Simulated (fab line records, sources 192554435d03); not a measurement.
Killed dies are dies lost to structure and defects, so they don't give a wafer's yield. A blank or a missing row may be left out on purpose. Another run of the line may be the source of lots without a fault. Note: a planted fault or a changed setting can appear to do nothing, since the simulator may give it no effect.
Struck lot and sound lot, side by side    flow n5Finfet    36 out of 1938 route steps
Sound: wafers L131.1, L131.3, L131.4. Struck: wafer L126.4 (left out: L126.6, a lot-mate that was not struck); the cause follows at the end.
At each step with rows: each side's tool, then ch and its chambers, then its first start. Under that, the readings that differ: sound wafers    struck wafers    difference of the means    sigmas: that difference in standard deviations of wafers without a fault.
alike: readings whose means differ by less than 2 such deviations, and words and numbers that are the same on both sides. not compared: withheld readings, readings that some wafer has no value for, bounds like >300 that may hide the same value, and numbers for which the record gives no deviation and whose values overlap.
The two part at a step that has a row with sigmas, a row that says differs or no value, or rows on one side only. Numbers that don't overlap but have no deviation are shown without sigmas and don't part them. Lack of a reading on every wafer of one side parts them only where that side has two or more wafers.

first, 9 steps without rows for these wafers: N5_MOL_CONTACT_COAG_SRD_128 (dry time 32 s); N5_MOL_CONTACT_COAG_CMP_52 (polishes, stops on SiO2, t overpolish 1.5 s, target thk 66.5 nm); N5_MOL_CONTACT_COAG_ANNEAL_112 (time 1800 s); N5_BEOL_M0_SAQP_PECVD_00 (deposits SiCN from 3MS/NH3, target thk 8 nm, time 14 s); N5_BEOL_M0_SAQP_ILD_DEP_01 (deposits SiOC from DEMS/O2, target thk 45.419 nm, time 8.7 s); N5_BEOL_M0_SAQP_HM_DEP_02 (deposits TiN, target thk 12 nm); N5_BEOL_M0_SAQP_PECVD_03 (deposits SiCN from 3MS/NH3, target thk 12 nm, time 21.1 s); N5_BEOL_M0_SAQP_PECVD_96 (deposits a-Si from SiH4/He, target thk 45 nm, time 45.2 s); N5_BEOL_M0_SAQP_PECVD_97 (deposits SiNx from SiH4/NH3/N2, target thk 23 nm, time 19.9 s).
N5_BEOL_M0_SAQP_PECVD_04: deposits a-Si from SiH4/He, target thk 60 nm, time 60.2 s.
  sound on pecvd-01 ch 1,2, day 10 10:29; struck on pecvd-02 ch 2, day 9 09:04
reading                                         sound         struck  difference  sigmas
model.a-Si_of_BEOL_M0_SAQP_PECVD_04.thkNm (nm)  59.2 59.4 60  44.2    -15.3       
  alike: chamberPressureTorr, heaterPowerW, showerheadPlenumPTorr, throttleValvePct
N5_BEOL_M0_SAQP_THK_MEAS_05:
  sound on filmMetro-01 at day 10 10:35; struck on filmMetro-01 at day 9 09:08
reading     sound           struck  difference  sigmas
thkNm (nm)  59.2 59.4 60.1  44.2    -15.4       -20
then, 15 steps without rows for these wafers: N5_BEOL_M0_SAQP_HM_DEP_111 (deposits SiO2 from SiH4/N2O, target thk 12 nm, time 7.2 s); N5_BEOL_M0_SAQP_COAT_81 (time 60 s, resist thk 100 nm); N5_BEOL_M0_SAQP_COAT_82 (time 60 s, resist thk 30 nm); N5_BEOL_M0_SAQP_COAT_08 (resist thk 90 nm); N5_BEOL_M0_SAQP_EBR_10; N5_BEOL_M0_SAQP_SOFTBAKE_09 (time 60 s); N5_BEOL_M0_SAQP_EXPOSE_11 (exposes mask M0 CORE, target cd 42 nm); N5_BEOL_M0_SAQP_PEB_12 (peb time 60 s); N5_BEOL_M0_SAQP_DEVELOP_13 (develop time 30 s); N5_BEOL_M0_SAQP_DESCUM_19 (chemistry O2, time 7.9 s); N5_BEOL_M0_SAQP_ETCH_83 (etches SiARC in CF4, target depth 39 nm, time 65 s); N5_BEOL_M0_SAQP_ETCH_84 (etches SOC in N2/H2, target depth 100 nm, overetch 20 nm, time 150 s); N5_BEOL_M0_SAQP_STRIP_80 (strips in N2/H2); N5_BEOL_M0_SAQP_HM_OPEN_112 (chemistry CHF3/O2, target SiO2, stops on a-Si, target depth 12 nm, time 13.5 s); N5_BEOL_M0_SAQP_STRIP_113 (strips in CHF3/O2).
N5_BEOL_M0_SAQP_MANDREL_ETCH_20: etches a-Si in HBr/Cl2, stops on SiNx, target depth 60 nm, bt time 10 s, time 30 s.
  sound on rieSi-01 ch 0,1,3, day 10 11:34; struck on rieSi-04 ch 1, day 9 10:05
reading                  sound              struck  difference  sigmas
oesProductAu (a.u.)      0.774 0.762 0.763  0.662   -0.104      -10
rfHoursCounterH (h)      140 2 31           0       -58         
model.etch.depthNm (nm)  59.1 59.37 60.02   44.07   -15.43      
  alike: biasW, drypumpMotorCurrentA, heBacksideLeakSccm, throttleValvePct
then, 5 steps without rows for these wafers: N5_BEOL_M0_SAQP_STRIP_86 (strips in N2/H2); N5_BEOL_M0_SAQP_STRIP_115 (strips in post etch residue remover, time 60 s); N5_BEOL_M0_SAQP_SRD_93 (time 30 s); N5_BEOL_M0_SAQP_RECESS_114 (chemistry HF/NH3, target SiO2, target depth 14.4 nm, afs cycles 3, sublimation time 60 s); N5_BEOL_M0_SAQP_SPACER1_ALD_98 (deposits SiO2, target thk 12.8 nm, pulse time 1 s, purge time 2 s).
N5_BEOL_M0_SAQP_SPACER1_ETCHBACK_99: etches SiO2 in CHF3/O2, target depth 15.4 nm, time 7.7 s.
  sound on rieDiel-03 ch 1,3, day 10 12:46; struck on rieDiel-02 ch 2, day 9 11:10
reading                                         sound           struck  difference  sigmas
model.a-Si_of_BEOL_M0_SAQP_PECVD_04.thkNm (nm)  58.4 58.8 59.4  43.4    -15.5       
  alike: O2_flow_sccm, biasW, drypumpMotorCurrentA, oesProductAu, rfVppV, showerheadPlenumPTorr, throttleValvePct
  not compared: rfHoursCounterH
then, 1 step without rows for these wafers: N5_BEOL_M0_SAQP_MANDREL1_REMOVE_100 (chemistry HBr/Cl2/O2, target a-Si, stops on SiNx, bt time 10 s).
-- here the record skips 3 days between the struck wafers' starts before and after, leaving off in module BEOL_M0_SAQP and picking up in module BEOL_M4 (first step shown: number 1111 of the route) --
N5_BEOL_M4_RC_MEAS_101:
  sound on prober-02 ch 0, day 12 21:16; struck on prober-01 ch 0, day 12 05:05
reading    sound        struck  difference  sigmas
VT_N (mV)  251 247 250  257     +8          +2
  alike: DIBL_N, DIBL_P, IOFF_N, IOFF_P, ION_N, ION_P, SS_N, SS_P, VT_P
-- here the record skips 5 days between the struck wafers' starts before and after, leaving off in module BEOL_M4 and picking up in module PASSIVATION (first step shown: number 1936 of the route) --
N5_PASSIVATION_PROBE_49:
  record: rows for the struck wafers here (prober-02, day 16 23:10), none for the sound ones

WHERE THEY PART
First at N5_BEOL_M0_SAQP_THK_MEAS_05; last, within this record, at N5_PASSIVATION_PROBE_49.

WHY: what the simulator had put in
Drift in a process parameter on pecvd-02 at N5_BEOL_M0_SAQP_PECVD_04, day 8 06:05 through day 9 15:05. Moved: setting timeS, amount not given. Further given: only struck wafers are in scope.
